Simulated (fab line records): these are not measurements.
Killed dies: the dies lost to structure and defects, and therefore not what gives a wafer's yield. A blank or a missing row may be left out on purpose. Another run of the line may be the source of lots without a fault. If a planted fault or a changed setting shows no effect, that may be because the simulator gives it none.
Which tool did it? || flow nandHarc || 15 lots with 45 wafers sampled at 5 steps, on a route of 1302 steps

== WHAT THE GAUGES SHOWED, per wafer ==
NHARC_A_ZERO_WELL_CD_MEAS_10 targets a cd of 2000 nm. Usual: 1998.8 nm for cdNm, sd 1.6.
{"lot": "L871", "measured": "day 6 23:13", "on": "cdSem-02", "cdNm (nm)": "1997.7 1996.6 1995.5", "flag": ""}
{"lot": "L872", "measured": "day 7 01:01", "on": "cdSem-01", "cdNm (nm)": "1999.3 2000.9 1999.3", "flag": ""}
{"lot": "L873", "measured": "day 7 14:51", "on": "cdSem-03", "cdNm (nm)": "1998.4 1998.6 1996.1", "flag": ""}
{"lot": "L874", "measured": "day 8 01:05", "on": "cdSem-03", "cdNm (nm)": "1998.6 1998.9 2000.0", "flag": ""}
{"lot": "L875", "measured": "day 8 07:35", "on": "cdSem-02", "cdNm (nm)": "1994.9 1997.1 1996.9", "flag": ""}
{"lot": "L876", "measured": "day 8 23:00", "on": "cdSem-03", "cdNm (nm)": "1997.8 1998.5 1997.6", "flag": ""}
{"lot": "L877", "measured": "day 9 17:52", "on": "cdSem-02", "cdNm (nm)": "1997.8 1999.7 2000.1", "flag": ""}
{"lot": "L878", "measured": "day 9 18:37", "on": "cdSem-03", "cdNm (nm)": "2000.1 1999.8 1997.9", "flag": ""}
{"lot": "L880", "measured": "day 10 20:25", "on": "cdSem-02", "cdNm (nm)": "1998.4 2000.2 1999.6", "flag": ""}
{"lot": "L882", "measured": "day 11 13:47", "on": "cdSem-02", "cdNm (nm)": "1998.6 1999.6 1997.3", "flag": ""}
{"lot": "L883", "measured": "day 11 20:05", "on": "cdSem-03", "cdNm (nm)": "1997.6 1997.7 1998.2", "flag": ""}
{"lot": "L884", "measured": "day 11 23:41", "on": "cdSem-02", "cdNm (nm)": "2001.2 1998.7 2000.0", "flag": ""}
{"lot": "L891", "measured": "day 15 02:35", "on": "cdSem-02", "cdNm (nm)": "1997.7 1997.5 1998.2", "flag": ""}
{"lot": "L892", "measured": "day 15 06:34", "on": "cdSem-03", "cdNm (nm)": "2001.2 1998.0 1997.4", "flag": ""}
{"lot": "L893", "measured": "day 15 16:30", "on": "cdSem-01", "cdNm (nm)": "2001.9 1999.5 2001.2", "flag": ""}

NHARC_A_ONON_D1_THK_MEAS_02: measures by ellipsometry. Usual: 1000 nm for thkNm, sd 12.
{"lot": "L871", "measured": "day 8 00:56", "on": "filmMetro-01", "thkNm (nm)": "1007 1005 1006", "flag": ""}
{"lot": "L872", "measured": "day 8 00:56", "on": "filmMetro-02", "thkNm (nm)": "1001 1000 1000", "flag": ""}
{"lot": "L873", "measured": "day 8 12:55", "on": "filmMetro-01", "thkNm (nm)": "992 992 991", "flag": ""}
{"lot": "L874", "measured": "day 8 23:05", "on": "filmMetro-01", "thkNm (nm)": "992 992 992", "flag": ""}
{"lot": "L875", "measured": "day 9 05:53", "on": "filmMetro-01", "thkNm (nm)": "1003 1005 1005", "flag": ""}
{"lot": "L876", "measured": "day 9 21:27", "on": "filmMetro-02", "thkNm (nm)": "1007 1005 1004", "flag": ""}
{"lot": "L877", "measured": "day 10 15:12", "on": "filmMetro-02", "thkNm (nm)": "1016 1016 1014", "flag": ""}
{"lot": "L878", "measured": "day 10 15:13", "on": "filmMetro-01", "thkNm (nm)": "978 977 976", "flag": ""}
{"lot": "L880", "measured": "day 11 17:43", "on": "filmMetro-02", "thkNm (nm)": "1006 1005 1007", "flag": ""}
{"lot": "L882", "measured": "day 12 12:07", "on": "filmMetro-02", "thkNm (nm)": "1001 1004 1003", "flag": ""}
{"lot": "L883", "measured": "day 12 18:22", "on": "filmMetro-02", "thkNm (nm)": "1017 1019 1019", "flag": ""}
{"lot": "L884", "measured": "day 12 21:58", "on": "filmMetro-01", "thkNm (nm)": "994 995 994", "flag": ""}
{"lot": "L891", "measured": "day 16 01:14", "on": "filmMetro-02", "thkNm (nm)": "988 988 988", "flag": ""}
{"lot": "L892", "measured": "day 16 04:59", "on": "filmMetro-02", "thkNm (nm)": "1002 1001 1000", "flag": ""}
{"lot": "L893", "measured": "day 16 17:52", "on": "filmMetro-01", "thkNm (nm)": "1005 1006 1005", "flag": ""}

NHARC_A_CHANNEL_HOLE_D1_CD_MEAS_30. Usual: 89.7 nm for cdNm, sd 1.3.
{"lot": "L871", "measured": "day 9 01:07", "on": "cdSem-02", "cdNm (nm)": "88.2 92.1 90.8", "flag": ""}
{"lot": "L872", "measured": "day 9 00:29", "on": "cdSem-02", "cdNm (nm)": "90.4 89.1 89.4", "flag": ""}
{"lot": "L873", "measured": "day 9 11:44", "on": "cdSem-03", "cdNm (nm)": "91.2 87.6 90.1", "flag": ""}
{"lot": "L874", "measured": "day 10 06:47", "on": "cdSem-03", "cdNm (nm)": "90.1 87.9 89.3", "flag": ""}
{"lot": "L875", "measured": "day 10 07:24", "on": "cdSem-02", "cdNm (nm)": "89.5 88.1 90.7", "flag": ""}
{"lot": "L876", "measured": "day 10 20:28", "on": "cdSem-03", "cdNm (nm)": "87.9 86.4 89.6", "flag": ""}
{"lot": "L877", "measured": "day 11 14:01", "on": "cdSem-02", "cdNm (nm)": "88.1 89.4 89.8", "flag": ""}
{"lot": "L878", "measured": "day 11 13:35", "on": "cdSem-03", "cdNm (nm)": "89.4 88.1 88.6", "flag": ""}
{"lot": "L880", "measured": "day 12 20:09", "on": "cdSem-01", "cdNm (nm)": "89.1 89.8 87.3", "flag": ""}
{"lot": "L882", "measured": "day 13 10:55", "on": "cdSem-02", "cdNm (nm)": "1.2 1.2 2.2", "flag": "OFF"}
{"lot": "L883", "measured": "day 13 18:40", "on": "cdSem-02", "cdNm (nm)": "-0.8 1.5 -0.6", "flag": "OFF"}
{"lot": "L884", "measured": "day 13 20:40", "on": "cdSem-02", "cdNm (nm)": "1.2 0.2 1.5", "flag": "OFF"}
{"lot": "L891", "measured": "day 17 00:02", "on": "cdSem-01", "cdNm (nm)": "90.7 91.1 89.5", "flag": ""}
{"lot": "L892", "measured": "day 17 13:45", "on": "cdSem-03", "cdNm (nm)": "89.4 90.7 90.6", "flag": ""}
{"lot": "L893", "measured": "day 17 19:09", "on": "cdSem-02", "cdNm (nm)": "88.1 89.0 89.0", "flag": ""}

== WHICH TOOL RAN EACH LOT (tool, then ch and the chambers of the sampled wafers, then the start) ==
{"lot": "L871", "NHARC_A_ZERO_WELL_ETCH_19": "rieDiel-13 ch 0,1,2, day 6 23:28", "NHARC_A_CHANNEL_HOLE_D1_ETCH_20": "harEtch-01 ch 0,1, day 8 19:40"}
{"lot": "L872", "NHARC_A_ZERO_WELL_ETCH_19": "rieDiel-13 ch 0,3, day 7 01:16", "NHARC_A_CHANNEL_HOLE_D1_ETCH_20": "harEtch-02 ch 0,1, day 8 19:02"}
{"lot": "L873", "NHARC_A_ZERO_WELL_ETCH_19": "rieDiel-13 ch 1,2, day 7 15:06", "NHARC_A_CHANNEL_HOLE_D1_ETCH_20": "harEtch-01 ch 0,1, day 9 06:19"}
{"lot": "L874", "NHARC_A_ZERO_WELL_ETCH_19": "rieDiel-11 ch 0,1,3, day 8 01:20", "NHARC_A_CHANNEL_HOLE_D1_ETCH_20": "harEtch-01 ch 0,1, day 10 01:08"}
{"lot": "L875", "NHARC_A_ZERO_WELL_ETCH_19": "rieDiel-11 ch 1,2,3, day 8 07:50", "NHARC_A_CHANNEL_HOLE_D1_ETCH_20": "harEtch-02 ch 0,1, day 10 01:41"}
{"lot": "L876", "NHARC_A_ZERO_WELL_ETCH_19": "rieDiel-13 ch 1,2,3, day 8 23:15", "NHARC_A_CHANNEL_HOLE_D1_ETCH_20": "harEtch-01 ch 0,1, day 10 15:04"}
{"lot": "L877", "NHARC_A_ZERO_WELL_ETCH_19": "rieDiel-13 ch 0,1,3, day 9 18:07", "NHARC_A_CHANNEL_HOLE_D1_ETCH_20": "harEtch-01 ch 0,1, day 11 08:35"}
{"lot": "L878", "NHARC_A_ZERO_WELL_ETCH_19": "rieDiel-11 ch 0,1,2, day 9 18:53", "NHARC_A_CHANNEL_HOLE_D1_ETCH_20": "harEtch-02 ch 1, day 11 08:14"}
{"lot": "L880", "NHARC_A_ZERO_WELL_ETCH_19": "rieDiel-13 ch 0,1,3, day 10 20:40", "NHARC_A_CHANNEL_HOLE_D1_ETCH_20": "harEtch-01 ch 0,1, day 12 14:34"}
{"lot": "L882", "NHARC_A_ZERO_WELL_ETCH_19": "rieDiel-13 ch 0,1,3, day 11 14:02", "NHARC_A_CHANNEL_HOLE_D1_ETCH_20": "harEtch-01 ch 0,1, day 13 05:30"}
{"lot": "L883", "NHARC_A_ZERO_WELL_ETCH_19": "rieDiel-13 ch 0,1,3, day 11 20:20", "NHARC_A_CHANNEL_HOLE_D1_ETCH_20": "harEtch-01 ch 0,1, day 13 13:15"}
{"lot": "L884", "NHARC_A_ZERO_WELL_ETCH_19": "rieDiel-13 ch 0,1, day 11 23:56", "NHARC_A_CHANNEL_HOLE_D1_ETCH_20": "harEtch-02 ch 0,1, day 13 15:14"}
{"lot": "L891", "NHARC_A_ZERO_WELL_ETCH_19": "rieDiel-13 ch 2,3, day 15 02:50", "NHARC_A_CHANNEL_HOLE_D1_ETCH_20": "harEtch-01 ch 0,1, day 16 18:37"}
{"lot": "L892", "NHARC_A_ZERO_WELL_ETCH_19": "rieDiel-11 ch 2,3, day 15 06:48", "NHARC_A_CHANNEL_HOLE_D1_ETCH_20": "harEtch-01 ch 0,1, day 17 08:26"}
{"lot": "L893", "NHARC_A_ZERO_WELL_ETCH_19": "rieDiel-11 ch 1,2,3, day 15 16:45", "NHARC_A_CHANNEL_HOLE_D1_ETCH_20": "harEtch-02 ch 0,1, day 17 13:44"}
- NHARC_A_ZERO_WELL_ETCH_19: etches the open film in N2/H2, target depth 80 nm, overetch 24 nm, time 87.88 s.
- NHARC_A_CHANNEL_HOLE_D1_ETCH_20: etches the open film in C4F8/O2/Ar, time 361.9 s, target depth 1600 nm.

== WHAT THE TOOLS THEMSELVES READ (means of the sampled wafers that have a number; where no wafer has one, the mark that the record gives instead) ==
NHARC_A_ZERO_WELL_ETCH_19. Usual: for biasW, 149.9 W with a standard deviation of 0.39; for chamberPressureMTorr, 30.00 mTorr with a standard deviation of 0.03; for drypumpMotorCurrentA, 5.7 A with a standard deviation of 0.42; for oesProductAu, 0.996 a.u. with a standard deviation of 0.011; for rfVppV, 431.5 V with a standard deviation of 2.6; for showerheadPlenumPTorr, 2.08 Torr with a standard deviation of 0.086; for throttleValvePct, 14.170 % with a standard deviation of 0.0093.
{"lot": "L871", "tool": "rieDiel-13", "biasW (W)": 149.8, "chamberPressureMTorr (mTorr)": 30.01, "drypumpMotorCurrentA (A)": 5.7, "oesProductAu (a.u.)": 0.992, "rfVppV (V)": 430.8, "showerheadPlenumPTorr (Torr)": 2.07, "throttleValvePct (%)": 14.168, "flag": ""}
{"lot": "L872", "tool": "rieDiel-13", "biasW (W)": 150.1, "chamberPressureMTorr (mTorr)": 29.96, "drypumpMotorCurrentA (A)": 5.4, "oesProductAu (a.u.)": 1.003, "rfVppV (V)": 433.9, "showerheadPlenumPTorr (Torr)": 2.15, "throttleValvePct (%)": 14.156, "flag": ""}
{"lot": "L873", "tool": "rieDiel-13", "biasW (W)": 150.0, "chamberPressureMTorr (mTorr)": 30.01, "drypumpMotorCurrentA (A)": 5.7, "oesProductAu (a.u.)": 0.995, "rfVppV (V)": 430.6, "showerheadPlenumPTorr (Torr)": 2.04, "throttleValvePct (%)": 14.167, "flag": ""}
{"lot": "L874", "tool": "rieDiel-11", "biasW (W)": 149.5, "chamberPressureMTorr (mTorr)": 30.00, "drypumpMotorCurrentA (A)": 5.5, "oesProductAu (a.u.)": 0.993, "rfVppV (V)": 430.5, "showerheadPlenumPTorr (Torr)": 2.07, "throttleValvePct (%)": 14.180, "flag": ""}
{"lot": "L875", "tool": "rieDiel-11", "biasW (W)": 150.2, "chamberPressureMTorr (mTorr)": 30.00, "drypumpMotorCurrentA (A)": 5.7, "oesProductAu (a.u.)": 1.003, "rfVppV (V)": 430.3, "showerheadPlenumPTorr (Torr)": 2.04, "throttleValvePct (%)": 14.173, "flag": ""}
{"lot": "L876", "tool": "rieDiel-13", "biasW (W)": 149.8, "chamberPressureMTorr (mTorr)": 30.02, "drypumpMotorCurrentA (A)": 5.5, "oesProductAu (a.u.)": 0.999, "rfVppV (V)": 432.7, "showerheadPlenumPTorr (Torr)": 2.11, "throttleValvePct (%)": 14.169, "flag": ""}
{"lot": "L877", "tool": "rieDiel-13", "biasW (W)": 149.9, "chamberPressureMTorr (mTorr)": 29.98, "drypumpMotorCurrentA (A)": 5.5, "oesProductAu (a.u.)": 0.997, "rfVppV (V)": 431.5, "showerheadPlenumPTorr (Torr)": 2.08, "throttleValvePct (%)": 14.173, "flag": ""}
{"lot": "L878", "tool": "rieDiel-11", "biasW (W)": 149.6, "chamberPressureMTorr (mTorr)": 30.01, "drypumpMotorCurrentA (A)": 6.0, "oesProductAu (a.u.)": 0.989, "rfVppV (V)": 428.4, "showerheadPlenumPTorr (Torr)": 1.99, "throttleValvePct (%)": 14.172, "flag": ""}
{"lot": "L880", "tool": "rieDiel-13", "biasW (W)": 149.8, "chamberPressureMTorr (mTorr)": 29.98, "drypumpMotorCurrentA (A)": 5.5, "oesProductAu (a.u.)": 0.996, "rfVppV (V)": 431.6, "showerheadPlenumPTorr (Torr)": 2.08, "throttleValvePct (%)": 14.171, "flag": ""}
{"lot": "L882", "tool": "rieDiel-13", "biasW (W)": 149.7, "chamberPressureMTorr (mTorr)": 30.00, "drypumpMotorCurrentA (A)": 5.5, "oesProductAu (a.u.)": 0.999, "rfVppV (V)": 432.4, "showerheadPlenumPTorr (Torr)": 2.08, "throttleValvePct (%)": 14.171, "flag": ""}
{"lot": "L883", "tool": "rieDiel-13", "biasW (W)": 150.0, "chamberPressureMTorr (mTorr)": 30.03, "drypumpMotorCurrentA (A)": 5.6, "oesProductAu (a.u.)": 0.990, "rfVppV (V)": 432.0, "showerheadPlenumPTorr (Torr)": 2.08, "throttleValvePct (%)": 14.167, "flag": ""}
{"lot": "L884", "tool": "rieDiel-13", "biasW (W)": 149.9, "chamberPressureMTorr (mTorr)": 29.99, "drypumpMotorCurrentA (A)": 5.7, "oesProductAu (a.u.)": 0.994, "rfVppV (V)": 430.3, "showerheadPlenumPTorr (Torr)": 2.03, "throttleValvePct (%)": 14.174, "flag": ""}
{"lot": "L891", "tool": "rieDiel-13", "biasW (W)": 149.9, "chamberPressureMTorr (mTorr)": 30.01, "drypumpMotorCurrentA (A)": 5.4, "oesProductAu (a.u.)": 0.988, "rfVppV (V)": 434.5, "showerheadPlenumPTorr (Torr)": 2.18, "throttleValvePct (%)": 14.173, "flag": ""}
{"lot": "L892", "tool": "rieDiel-11", "biasW (W)": 150.2, "chamberPressureMTorr (mTorr)": 29.99, "drypumpMotorCurrentA (A)": 5.7, "oesProductAu (a.u.)": 1.006, "rfVppV (V)": 429.9, "showerheadPlenumPTorr (Torr)": 2.06, "throttleValvePct (%)": 14.171, "flag": ""}
{"lot": "L893", "tool": "rieDiel-11", "biasW (W)": 149.6, "chamberPressureMTorr (mTorr)": 29.98, "drypumpMotorCurrentA (A)": 5.7, "oesProductAu (a.u.)": 1.010, "rfVppV (V)": 429.6, "showerheadPlenumPTorr (Torr)": 2.02, "throttleValvePct (%)": 14.173, "flag": ""}

NHARC_A_CHANNEL_HOLE_D1_ETCH_20. Usual: c4f8FlowSccm 89.31 sccm, standard deviation 0.25; chamberPressureMTorr 20.000 mTorr, standard deviation 0.017; drypumpMotorCurrentA 5.9 A, standard deviation 0.31; heBacksideLeakSccm 6.1 sccm, standard deviation 0.82; showerheadPlenumPTorr 3.57 Torr, standard deviation 0.13; throttleValvePct 32.155 %, standard deviation 0.01.
{"lot": "L871", "tool": "harEtch-01", "c4f8FlowSccm (sccm)": 89.25, "chamberPressureMTorr (mTorr)": 20.005, "drypumpMotorCurrentA (A)": 5.9, "heBacksideLeakSccm (sccm)": 5.5, "showerheadPlenumPTorr (Torr)": 3.68, "throttleValvePct (%)": 32.165, "flag": ""}
{"lot": "L872", "tool": "harEtch-02", "c4f8FlowSccm (sccm)": 89.31, "chamberPressureMTorr (mTorr)": 19.988, "drypumpMotorCurrentA (A)": 5.8, "heBacksideLeakSccm (sccm)": 7.2, "showerheadPlenumPTorr (Torr)": 3.46, "throttleValvePct (%)": 32.152, "flag": ""}
{"lot": "L873", "tool": "harEtch-01", "c4f8FlowSccm (sccm)": 89.48, "chamberPressureMTorr (mTorr)": 19.999, "drypumpMotorCurrentA (A)": 5.9, "heBacksideLeakSccm (sccm)": 5.4, "showerheadPlenumPTorr (Torr)": 3.68, "throttleValvePct (%)": 32.158, "flag": ""}
{"lot": "L874", "tool": "harEtch-01", "c4f8FlowSccm (sccm)": 89.09, "chamberPressureMTorr (mTorr)": 20.003, "drypumpMotorCurrentA (A)": 5.9, "heBacksideLeakSccm (sccm)": 5.7, "showerheadPlenumPTorr (Torr)": 3.67, "throttleValvePct (%)": 32.155, "flag": ""}
{"lot": "L875", "tool": "harEtch-02", "c4f8FlowSccm (sccm)": 89.26, "chamberPressureMTorr (mTorr)": 19.995, "drypumpMotorCurrentA (A)": 6.0, "heBacksideLeakSccm (sccm)": 7.0, "showerheadPlenumPTorr (Torr)": 3.45, "throttleValvePct (%)": 32.155, "flag": ""}
{"lot": "L876", "tool": "harEtch-01", "c4f8FlowSccm (sccm)": 88.93, "chamberPressureMTorr (mTorr)": 19.990, "drypumpMotorCurrentA (A)": 5.9, "heBacksideLeakSccm (sccm)": 5.8, "showerheadPlenumPTorr (Torr)": 3.67, "throttleValvePct (%)": 32.163, "flag": ""}
{"lot": "L877", "tool": "harEtch-01", "c4f8FlowSccm (sccm)": 89.39, "chamberPressureMTorr (mTorr)": 20.009, "drypumpMotorCurrentA (A)": 6.0, "heBacksideLeakSccm (sccm)": 5.6, "showerheadPlenumPTorr (Torr)": 3.61, "throttleValvePct (%)": 32.146, "flag": ""}
{"lot": "L878", "tool": "harEtch-02", "c4f8FlowSccm (sccm)": 88.86, "chamberPressureMTorr (mTorr)": 20.007, "drypumpMotorCurrentA (A)": 6.3, "heBacksideLeakSccm (sccm)": 6.8, "showerheadPlenumPTorr (Torr)": 3.45, "throttleValvePct (%)": 32.165, "flag": ""}
{"lot": "L880", "tool": "harEtch-01", "c4f8FlowSccm (sccm)": 89.54, "chamberPressureMTorr (mTorr)": 19.997, "drypumpMotorCurrentA (A)": 6.1, "heBacksideLeakSccm (sccm)": 5.5, "showerheadPlenumPTorr (Torr)": 3.60, "throttleValvePct (%)": 32.143, "flag": ""}
{"lot": "L882", "tool": "harEtch-01", "c4f8FlowSccm (sccm)": "-", "chamberPressureMTorr (mTorr)": "-", "drypumpMotorCurrentA (A)": "-", "heBacksideLeakSccm (sccm)": "-", "showerheadPlenumPTorr (Torr)": "-", "throttleValvePct (%)": "-", "flag": "OFF"}
{"lot": "L883", "tool": "harEtch-01", "c4f8FlowSccm (sccm)": "-", "chamberPressureMTorr (mTorr)": "-", "drypumpMotorCurrentA (A)": "-", "heBacksideLeakSccm (sccm)": "-", "showerheadPlenumPTorr (Torr)": "-", "throttleValvePct (%)": "-", "flag": "OFF"}
{"lot": "L884", "tool": "harEtch-02", "c4f8FlowSccm (sccm)": "-", "chamberPressureMTorr (mTorr)": "-", "drypumpMotorCurrentA (A)": "-", "heBacksideLeakSccm (sccm)": "-", "showerheadPlenumPTorr (Torr)": "-", "throttleValvePct (%)": "-", "flag": "OFF"}
{"lot": "L891", "tool": "harEtch-01", "c4f8FlowSccm (sccm)": 88.95, "chamberPressureMTorr (mTorr)": 20.008, "drypumpMotorCurrentA (A)": 5.9, "heBacksideLeakSccm (sccm)": 5.9, "showerheadPlenumPTorr (Torr)": 3.62, "throttleValvePct (%)": 32.163, "flag": ""}
{"lot": "L892", "tool": "harEtch-01", "c4f8FlowSccm (sccm)": 89.29, "chamberPressureMTorr (mTorr)": 19.984, "drypumpMotorCurrentA (A)": 6.0, "heBacksideLeakSccm (sccm)": 5.9, "showerheadPlenumPTorr (Torr)": 3.56, "throttleValvePct (%)": 32.161, "flag": ""}
{"lot": "L893", "tool": "harEtch-02", "c4f8FlowSccm (sccm)": 89.37, "chamberPressureMTorr (mTorr)": 20.006, "drypumpMotorCurrentA (A)": 5.8, "heBacksideLeakSccm (sccm)": 4.8, "showerheadPlenumPTorr (Torr)": 3.93, "throttleValvePct (%)": 32.154, "flag": ""}

== THE ANSWER, worked out from the rows above alone ==
Rule: lot off if the mean of its wafers having a number is beyond 3 standard deviations from the usual mean. A lot without any number at a reading at which 4 lots or more have one is off too. All remaining lots with rows at the step are treated as sound. The gauges are gone through in route order, then the tools' own readings, and for those a lot's mean is taken as printed above. At the first step where some lot is off, the reading lying furthest off is the one used; lots without a number count as furthest.
Off at NHARC_A_CHANNEL_HOLE_D1_CD_MEAS_30 (cdNm): L882, L883, L884.
If a tool, at a process step before that reading, ran all the lots that are off and no sound lot after the first of them, it fits. Not tried: the gauges at NHARC_A_CHANNEL_HOLE_D1_CD_MEAS_30; whatever is off there is also off at NHARC_A_CHANNEL_HOLE_D1_ETCH_20, on other tools, and gauge error can't account for it. Of those tried, none fits.

== WHAT THE SIMULATOR HAD INSERTED ==
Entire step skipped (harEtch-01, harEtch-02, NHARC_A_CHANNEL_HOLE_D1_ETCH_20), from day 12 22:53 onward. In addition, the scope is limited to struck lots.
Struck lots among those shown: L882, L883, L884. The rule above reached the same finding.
